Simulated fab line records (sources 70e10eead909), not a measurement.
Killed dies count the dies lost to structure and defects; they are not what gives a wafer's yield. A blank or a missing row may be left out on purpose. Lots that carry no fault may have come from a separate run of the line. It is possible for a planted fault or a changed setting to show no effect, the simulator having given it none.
The tool behind it: which one?    flow nand-harc    23 lots with 69 wafers sampled at 6 steps, on a route of 1302 steps

## WHAT THE GAUGES SHOWED, per wafer
NHARC_A_SLIT_INSPECT_11.
lot   measured      on                 raw-defect-count
L074  day 19 18:01  defect-inspect-02  73 55 52
L077  day 20 12:43  defect-inspect-02  25 17 17
L076  day 20 11:46  defect-inspect-02  111 124 117
L078  day 21 02:04  defect-inspect-01  114 101 108
L080  day 21 12:03  defect-inspect-01  89 84 92
L081  day 22 11:38  defect-inspect-02  98 127 114
L079  day 22 11:54  defect-inspect-02  64 60 66
L083  day 23 08:20  defect-inspect-02  24 24 26
L082  day 23 06:58  defect-inspect-01  112 109 140
L084  day 24 07:37  defect-inspect-01  16 11 13
L085  day 24 18:04  defect-inspect-01  40 30 42
L087  day 24 18:20  defect-inspect-01  57 54 55
L086  day 25 03:55  defect-inspect-02  43 36 40
L088  day 25 17:35  defect-inspect-02  92 74 83
L089  day 25 16:39  defect-inspect-02  18 19 29
L090  day 26 12:40  defect-inspect-01  104 88 86
L091  day 26 12:49  defect-inspect-01  22 34 24
L093  day 27 03:31  defect-inspect-01  23 23 21
L092  day 27 00:44  defect-inspect-02  51 56 48
L094  day 28 07:10  defect-inspect-02  48 41 44
L095  day 28 06:39  defect-inspect-01  59 79 89
L097  day 28 12:58  defect-inspect-01  44 50 65
L096  day 28 21:31  defect-inspect-01  33 34 30

## TOOL THAT RAN EACH LOT (tool first, then ch and the chambers of the sampled wafers, then the start)
lot   NHARC_A_STAIRCASE_DESCUM_291        NHARC_A_STAIRCASE_ETCH_315                     NHARC_A_STAIRCASE_ALD_420         NHARC_A_STAIRCASE_DESCUM_443        NHARC_A_STAIRCASE_ETCHBACK_422
L074  rie-diel-09 ch 0,1,3, day 16 18:16  rie-diel-10 ch 1,2,3, day 17 06:24 or earlier  ald-hk-01 ch 1,2, day 17 06:24    rie-diel-02 ch 0,2,3, day 18 12:44  rie-diel-02 ch 1,2,3, day 18 18:35
L077  rie-diel-09 ch 0,3, day 17 15:07    rie-diel-10 ch 0,3, day 18 04:17 or earlier    ald-hk-03 ch 0,1, day 18 04:17    rie-diel-10 ch 1,2,3, day 19 15:24  rie-diel-10 ch 2,3, day 19 21:10
L076  rie-diel-10 ch 0,1,3, day 17 15:55  rie-diel-02 ch 1,2,3, day 18 06:38 or earlier  ald-hk-04 ch 0,1,2, day 18 06:38  rie-diel-02 ch 1,2,3, day 19 15:14  rie-diel-09 ch 0,1,3, day 19 21:00
L078  rie-diel-10 ch 1,2,3, day 18 05:14  rie-diel-02 ch 0,1,3, day 18 22:50 or earlier  ald-hk-04 ch 1,3, day 18 22:50    rie-diel-02 ch 0,3, day 20 05:57    rie-diel-10 ch 1,3, day 20 11:43
L080  rie-diel-09 ch 0,1,3, day 18 15:54  rie-diel-10 ch 0,2,3, day 19 04:41 or earlier  ald-hk-01 ch 1,2,3, day 19 04:41  rie-diel-10 ch 0,1,3, day 20 12:37  rie-diel-10 ch 0,1,3, day 20 19:38
L081  rie-diel-02 ch 0,1,2, day 19 05:47  rie-diel-09 ch 0,1,3, day 20 02:07 or earlier  ald-hk-03 ch 1,2,3, day 20 02:07  rie-diel-09 ch 1,2,3, day 21 15:50  rie-diel-02 ch 0,1,3, day 21 21:44
L079  rie-diel-02 ch 1,2, day 19 10:00    rie-diel-09 ch 0,1,2, day 20 05:05 or earlier  ald-hk-01 ch 0,1,2, day 20 05:05  rie-diel-02 ch 0,1,3, day 21 16:01  rie-diel-10 ch 1,3, day 21 22:11
L083  rie-diel-10 ch 0,1, day 20 06:28    rie-diel-10 ch 0,1, day 20 22:23 or earlier    ald-hk-03 ch 0,1,3, day 20 22:23  rie-diel-09 ch 0,2, day 22 11:25    rie-diel-10 ch 1,2,3, day 22 18:24
L082  rie-diel-09 ch 2,3, day 20 09:13    rie-diel-09 ch 0,1,3, day 20 23:01 or earlier  ald-hk-03 ch 0,1,3, day 20 23:01  rie-diel-02 ch 1,2,3, day 22 11:16  rie-diel-02 ch 1,2,3, day 22 17:06
L084  rie-diel-09 ch 0,3, day 21 04:01    rie-diel-10 ch 1,2,3, day 21 19:22 or earlier  ald-hk-01 ch 0,2,3, day 21 19:22  rie-diel-10 ch 1,2, day 23 10:41    rie-diel-10 ch 0,3, day 23 16:32
L085  rie-diel-02 ch 0,1,2, day 21 13:53  rie-diel-02 ch 2,3, day 22 06:20 or earlier    ald-hk-01 ch 0,1,2, day 22 06:20  rie-diel-02 ch 0,1,3, day 23 19:33  rie-diel-10 ch 1,2,3, day 24 01:31
L087  rie-diel-02 ch 1,2, day 21 15:34    rie-diel-10 ch 0,2, day 22 08:10 or earlier    ald-hk-01 ch 0,1, day 22 08:10    rie-diel-09 ch 0,2, day 23 19:46    rie-diel-09 ch 0,1,2, day 24 01:43
L086  rie-diel-10 ch 1,2, day 21 20:34    rie-diel-09 ch 0,3, day 22 12:58 or earlier    ald-hk-04 ch 0,1,2, day 22 12:58  rie-diel-02 ch 0,2, day 24 02:56    rie-diel-09 ch 0,2,3, day 24 09:38
L088  rie-diel-10 ch 0,1,3, day 22 19:49  rie-diel-02 ch 0,3, day 23 08:22 or earlier    ald-hk-03 ch 0,3, day 23 08:22    rie-diel-09 ch 2,3, day 24 20:13    rie-diel-09 ch 1,2,3, day 25 02:03
L089  rie-diel-10 ch 0,1,3, day 22 20:11  rie-diel-02 ch 0,1,2, day 23 12:32 or earlier  ald-hk-04 ch 0,1,2, day 23 12:32  rie-diel-10 ch 2,3, day 24 20:23    rie-diel-10 ch 2,3, day 25 02:18
L090  rie-diel-09 ch 0,1,2, day 23 12:26  rie-diel-02 ch 0,2,3, day 24 01:29 or earlier  ald-hk-01 ch 0,1,3, day 24 01:29  rie-diel-02 ch 1,2,3, day 25 15:06  rie-diel-10 ch 1,2,3, day 25 20:58
L091  rie-diel-02 ch 1,2,3, day 23 14:19  rie-diel-09 ch 1,2,3, day 24 05:07 or earlier  ald-hk-03 ch 0,1,3, day 24 05:07  rie-diel-10 ch 0,1,3, day 25 15:19  rie-diel-09 ch 1,2,3, day 25 21:08
L093  rie-diel-02 ch 0,1,3, day 24 00:42  rie-diel-10 ch 0,2,3, day 24 15:07 or earlier  ald-hk-01 ch 1,2,3, day 24 15:07  rie-diel-09 ch 0,1,3, day 26 01:31  rie-diel-10 ch 0,1,3, day 26 07:31
L092  rie-diel-09 ch 0,1, day 24 06:08    rie-diel-02 ch 0,2, day 24 12:17               ald-hk-04 ch 0,1,2, day 24 19:19  rie-diel-02 ch 0,1,3, day 26 01:16  rie-diel-09 ch 0,2,3, day 26 07:07
L094  rie-diel-02 ch 0,2,3, day 25 06:52  rie-diel-09 ch 0,2,3, day 25 19:17 or earlier  ald-hk-03 ch 0,1,2, day 25 19:17  rie-diel-10 ch 0,1,2, day 27 06:14  rie-diel-10 ch 2,3, day 27 12:06
L095  rie-diel-10 ch 1,2,3, day 25 07:28  rie-diel-02 ch 0,2,3, day 25 19:17 or earlier  ald-hk-04 ch 0,2,3, day 25 19:17  rie-diel-02 ch 1,3, day 27 06:24    rie-diel-02 ch 0,2,3, day 27 12:17
L097  rie-diel-09 ch 0,1,2, day 25 18:59  rie-diel-09 ch 1,2,3, day 26 07:29 or earlier  ald-hk-01 ch 0,1,3, day 26 07:29  rie-diel-09 ch 1,3, day 27 14:49    rie-diel-10 ch 0,2,3, day 27 22:01
L096  rie-diel-10 ch 0,1,2, day 25 19:51  rie-diel-09 ch 0,2,3, day 26 11:32 or earlier  ald-hk-01 ch 0,1,2, day 26 11:32  rie-diel-02 ch 0,1, day 27 22:26    rie-diel-10 ch 0,1,3, day 28 04:31
- NHARC_A_STAIRCASE_DESCUM_291: chemistry O2, time 3 s.
- NHARC_A_STAIRCASE_ETCH_315: etches the open film in C4F8/O2/Ar, target depth 2500 nm, time 607.1 s.
- NHARC_A_STAIRCASE_ALD_420: deposits SiO2, target thk 20 nm, pulse time 6 s, ald cycles 200.
- NHARC_A_STAIRCASE_DESCUM_443: chemistry O2, time 3 s.
- NHARC_A_STAIRCASE_ETCHBACK_422: etches the open film in CH3F/O2, target depth 40 nm, time 74.286 s.

## WHAT THE TOOLS THEMSELVES READ (means of the sampled wafers that have a number; where no wafer has one, the mark that the record gives instead)
NHARC_A_STAIRCASE_DESCUM_291.
lot   tool         drypump-motor-current-A (A)  mfc-ar-sccm (sccm)  oes-product-au (a.u.)  rf-vpp-V (V)  showerhead-plenum-p-Torr (Torr)  throttle-valve-pct (%)
L074  rie-diel-09  6.0                          0.030               0.994                  58.1          1.89                             11.305
L077  rie-diel-09  5.9                          0.028               0.989                  57.1          1.90                             11.320
L076  rie-diel-10  5.7                          0.001               0.991                  57.0          1.90                             11.309
L078  rie-diel-10  5.7                          0.002               0.992                  57.2          1.90                             11.315
L080  rie-diel-09  6.1                          0.030               1.003                  57.8          1.89                             11.312
L081  rie-diel-02  6.1                          0.014               0.993                  59.4          2.02                             11.317
L079  rie-diel-02  6.0                          0.017               0.999                  58.8          1.99                             11.308
L083  rie-diel-10  5.2                          0.001               1.010                  58.2          1.91                             11.311
L082  rie-diel-09  6.0                          0.024               1.002                  57.9          1.83                             11.307
L084  rie-diel-09  5.9                          0.022               0.995                  57.6          1.89                             11.312
L085  rie-diel-02  6.1                          0.014               0.997                  57.8          2.02                             11.311
L087  rie-diel-02  6.2                          0.009               0.993                  57.7          2.01                             11.320
L086  rie-diel-10  5.2                          0.002               1.009                  58.0          1.91                             11.318
L088  rie-diel-10  5.6                          0.001               0.992                  57.5          1.88                             11.315
L089  rie-diel-10  5.7                          0.001               0.992                  57.6          1.88                             11.318
L090  rie-diel-09  6.1                          0.024               1.003                  58.9          1.84                             11.314
L091  rie-diel-02  6.0                          0.009               1.000                  58.3          1.94                             11.293
L093  rie-diel-02  5.8                          0.014               1.002                  57.8          1.94                             11.313
L092  rie-diel-09  6.1                          0.031               1.004                  57.6          1.86                             11.305
L094  rie-diel-02  6.0                          0.006               0.994                  57.1          1.97                             11.307
L095  rie-diel-10  5.7                          0.002               1.001                  57.7          1.88                             11.307
L097  rie-diel-09  6.1                          0.024               1.014                  57.6          1.83                             11.312
L096  rie-diel-10  5.5                          0.002               1.002                  58.3          1.88                             11.315

NHARC_A_STAIRCASE_ETCH_315.
lot   tool         oes-product-au (a.u.)  rf-vpp-V (V)
L074  rie-diel-10  0.933                  1825
L077  rie-diel-10  0.934                  1822
L076  rie-diel-02  0.938                  1833
L078  rie-diel-02  0.931                  1832
L080  rie-diel-10  0.939                  1822
L081  rie-diel-09  0.927                  1825
L079  rie-diel-09  0.929                  1819
L083  rie-diel-10  0.937                  1826
L082  rie-diel-09  0.921                  1823
L084  rie-diel-10  0.946                  1824
L085  rie-diel-02  0.919                  1834
L087  rie-diel-10  0.934                  1820
L086  rie-diel-09  0.939                  1824
L088  rie-diel-02  0.926                  1825
L089  rie-diel-02  0.924                  1839
L090  rie-diel-02  0.926                  1835
L091  rie-diel-09  0.928                  1817
L093  rie-diel-10  0.929                  1821
L092  rie-diel-02  0.931                  1843
L094  rie-diel-09  0.936                  1819
L095  rie-diel-02  0.937                  1834
L097  rie-diel-09  0.941                  1818
L096  rie-diel-09  0.940                  1819

NHARC_A_STAIRCASE_ALD_420.
lot   tool       heater-power-w (W)  precursor-pulse-height-rel
L074  ald-hk-01  418                 1.015
L077  ald-hk-03  401                 0.998
L076  ald-hk-04  483                 0.984
L078  ald-hk-04  488                 1.000
L080  ald-hk-01  425                 1.014
L081  ald-hk-03  406                 1.005
L079  ald-hk-01  455                 1.011
L083  ald-hk-03  404                 1.001
L082  ald-hk-03  410                 0.989
L084  ald-hk-01  438                 0.998
L085  ald-hk-01  442                 1.011
L087  ald-hk-01  463                 0.986
L086  ald-hk-04  477                 0.984
L088  ald-hk-03  437                 0.980
L089  ald-hk-04  475                 0.996
L090  ald-hk-01  443                 1.014
L091  ald-hk-03  409                 0.986
L093  ald-hk-01  420                 0.993
L092  ald-hk-04  477                 1.006
L094  ald-hk-03  405                 1.006
L095  ald-hk-04  490                 0.996
L097  ald-hk-01  449                 0.986
L096  ald-hk-01  437                 0.997

NHARC_A_STAIRCASE_DESCUM_443.
lot   tool         drypump-motor-current-A (A)  mfc-ar-sccm (sccm)  oes-product-au (a.u.)  rf-vpp-V (V)  showerhead-plenum-p-Torr (Torr)  throttle-valve-pct (%)
L074  rie-diel-02  6.0                          0.006               0.998                  58.6          1.98                             11.318
L077  rie-diel-10  5.6                          0.002               0.995                  58.2          1.90                             11.319
L076  rie-diel-02  5.9                          0.009               0.997                  59.0          1.95                             11.314
L078  rie-diel-02  5.9                          0.011               0.998                  57.6          1.98                             11.309
L080  rie-diel-10  5.6                          0.001               1.000                  57.9          1.89                             11.304
L081  rie-diel-09  6.0                          0.031               1.001                  58.1          1.85                             11.311
L079  rie-diel-02  5.8                          0.014               0.989                  58.1          1.95                             11.305
L083  rie-diel-09  6.1                          0.016               1.025                  57.5          1.85                             11.313
L082  rie-diel-02  5.9                          0.009               1.003                  58.0          1.94                             11.305
L084  rie-diel-10  5.5                          0.003               1.007                  57.8          1.89                             11.305
L085  rie-diel-02  5.8                          0.014               1.001                  58.0          1.94                             11.297
L087  rie-diel-09  6.0                          0.016               1.022                  57.2          1.85                             11.308
L086  rie-diel-02  6.3                          0.005               0.990                  58.7          2.04                             11.307
L088  rie-diel-09  6.1                          0.024               1.007                  56.9          1.82                             11.307
L089  rie-diel-10  5.9                          0.002               1.005                  57.0          1.87                             11.310
L090  rie-diel-02  5.9                          0.009               1.011                  57.5          1.94                             11.308
L091  rie-diel-10  5.7                          0.001               0.992                  57.5          1.88                             11.311
L093  rie-diel-09  6.0                          0.030               0.999                  58.7          1.87                             11.314
L092  rie-diel-02  5.8                          0.014               0.997                  58.2          1.94                             11.316
L094  rie-diel-10  5.5                          0.002               0.989                  57.9          1.88                             11.316
L095  rie-diel-02  5.6                          0.009               0.998                  57.8          1.87                             11.311
L097  rie-diel-09  6.1                          0.038               0.989                  57.3          1.86                             11.313
L096  rie-diel-02  6.0                          0.019               0.993                  57.7          2.00                             11.307

NHARC_A_STAIRCASE_ETCHBACK_422.
lot   tool         drypump-motor-current-A (A)  mfc-ar-sccm (sccm)  oes-product-au (a.u.)  rf-vpp-V (V)  showerhead-plenum-p-Torr (Torr)  throttle-valve-pct (%)
L074  rie-diel-02  5.9                          200.4               1.00                   245.1         2.51                             20.665
L077  rie-diel-10  6.1                          200.4               0.97                   243.7         2.41                             20.663
L076  rie-diel-09  6.0                          199.8               0.93                   244.0         2.42                             20.663
L078  rie-diel-10  5.8                          200.6               1.01                   244.4         2.44                             20.665
L080  rie-diel-10  5.6                          199.5               1.00                   243.4         2.43                             20.664
L081  rie-diel-02  5.8                          200.0               0.92                   245.3         2.50                             20.666
L079  rie-diel-10  5.4                          200.0               0.99                   243.3         2.45                             20.663
L083  rie-diel-10  5.7                          199.8               0.92                   244.3         2.43                             20.656
L082  rie-diel-02  5.9                          199.8               1.00                   245.8         2.50                             20.670
L084  rie-diel-10  5.9                          201.0               0.98                   243.3         2.39                             20.657
L085  rie-diel-10  5.6                          200.6               0.92                   245.0         2.43                             20.665
L087  rie-diel-09  6.2                          200.1               1.01                   243.1         2.37                             20.666
L086  rie-diel-09  6.0                          200.5               0.93                   243.8         2.38                             20.661
L088  rie-diel-09  6.0                          199.5               1.00                   243.0         2.37                             20.664
L089  rie-diel-10  5.9                          199.7               0.92                   243.9         2.40                             20.665
L090  rie-diel-10  5.6                          200.2               0.92                   244.1         2.42                             20.663
L091  rie-diel-09  6.1                          200.1               0.93                   243.3         2.37                             20.661
L093  rie-diel-10  5.7                          200.2               0.99                   243.9         2.41                             20.676
L092  rie-diel-09  6.0                          200.1               0.94                   243.9         2.37                             20.655
L094  rie-diel-10  6.0                          199.9               0.91                   243.3         2.39                             20.659
L095  rie-diel-02  6.0                          200.1               1.00                   245.7         2.52                             20.660
L097  rie-diel-10  5.9                          200.1               0.99                   242.8         2.38                             20.665
L096  rie-diel-10  5.7                          199.8               0.99                   244.1         2.41                             20.659

## THE ANSWER, worked out from the rows above alone
Rule: usual is defined by the lots themselves. The widest of any qualifying gaps counts: lots, ordered by their means at a reading, are off when they make up no more than a third of the lots, leave a main group of 4 or more, and stand apart from it by 3 or more times the standard deviation of that group's means. The tables above print the reading to a certain number of digits; a main group whose means all agree to those digits is not used. A lot without any number at a reading at which 4 lots or more have one is off too. Any other lot the step has rows for is counted as sound. Order of review: gauges by route order, followed by the tools' own readings, for which a lot's mean as printed above is used. At the first step where some lot is off, the reading lying furthest off is the one used; lots without a number count as furthest.
Across all readings shown, no lot is off: no conclusion can be drawn from this.

## WHAT HAD BEEN PUT IN BY THE SIMULATOR
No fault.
